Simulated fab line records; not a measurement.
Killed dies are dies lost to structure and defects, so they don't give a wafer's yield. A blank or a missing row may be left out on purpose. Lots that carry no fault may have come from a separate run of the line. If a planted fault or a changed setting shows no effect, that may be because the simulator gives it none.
The tool behind it: which one? + flow n5_finfet + 24 lots, 72 wafers sampled, at 1 step of a route of 1938

WHAT THE GAUGES SHOWED, per wafer
N5_BEOL_M5_INSPECT_30: inspects for defects (brightfield). Usual: raw_defect_count reads 403 (standard deviation 90).
| lot  | measured     | on                | raw_defect_count | flag |
|------|--------------|-------------------|------------------|------|
| L074 | day 8 06:32  | defect_inspect-02 | 376 330 346      |      |
| L075 | day 8 13:13  | defect_inspect-01 | 364 408 390      |      |
| L076 | day 9 03:37  | defect_inspect-02 | 635 446 388      |      |
| L077 | day 9 03:40  | defect_inspect-01 | 351 389 364      |      |
| L078 | day 9 09:46  | defect_inspect-01 | 392 406 479      |      |
| L079 | day 9 13:37  | defect_inspect-02 | 639 597 537      |      |
| L081 | day 9 21:35  | defect_inspect-02 | 427 405 575      |      |
| L080 | day 9 21:38  | defect_inspect-01 | 320 270 299      |      |
| L082 | day 9 23:40  | defect_inspect-01 | 350 391 341      |      |
| L083 | day 10 12:29 | defect_inspect-02 | 434 464 461      |      |
| L086 | day 11 06:37 | defect_inspect-02 | 487 363 331      |      |
| L084 | day 11 06:40 | defect_inspect-01 | 263 276 258      |      |
| L085 | day 11 13:38 | defect_inspect-01 | 434 394 356      |      |
| L088 | day 11 15:54 | defect_inspect-02 | 379 460 490      |      |
| L087 | day 11 16:05 | defect_inspect-02 | 289 267 245      |      |
| L089 | day 12 09:01 | defect_inspect-02 | 360 276 290      |      |
| L090 | day 12 09:58 | defect_inspect-01 | 394 436 339      |      |
| L092 | day 12 17:18 | defect_inspect-02 | 432 563 450      |      |
| L091 | day 12 20:01 | defect_inspect-02 | 428 270 429      |      |
| L094 | day 13 03:47 | defect_inspect-02 | 420 325 311      |      |
| L093 | day 13 08:10 | defect_inspect-01 | 596 443 398      |      |
| L096 | day 13 19:55 | defect_inspect-02 | 382 608 516      |      |
| L095 | day 13 19:58 | defect_inspect-02 | 306 311 478      |      |
| L097 | day 14 00:27 | defect_inspect-02 | 355 554 500      |      |

EACH LOT AND THE TOOL THAT RAN IT (in order: tool; ch and the chambers of the sampled wafers; start)
Record: no process step prior to these readings.

WHAT THE TOOLS THEMSELVES READ (means of the sampled wafers that have a number; where no wafer has one, the mark that the record gives instead)
The record holds no such reading with a usual standard deviation.

THE ANSWER, worked out from the rows above alone
Rule: take the mean of a lot's wafers that have a number; if it is more than 3 standard deviations from the usual mean, the lot is off. Also off: a lot with no number at a reading for which 4 or more lots have one. Where the step has rows for the other lots, those lots are counted as sound. Order of review: gauges by route order, followed by the tools' own readings, for which a lot's mean as printed above is used. The first step at which some lot is off is used, and at that step the reading that is off furthest; a lot without a number counts as furthest.
Across all readings shown, no lot is off: no conclusion can be drawn from this.

WHAT THE SIMULATOR HAD INSERTED
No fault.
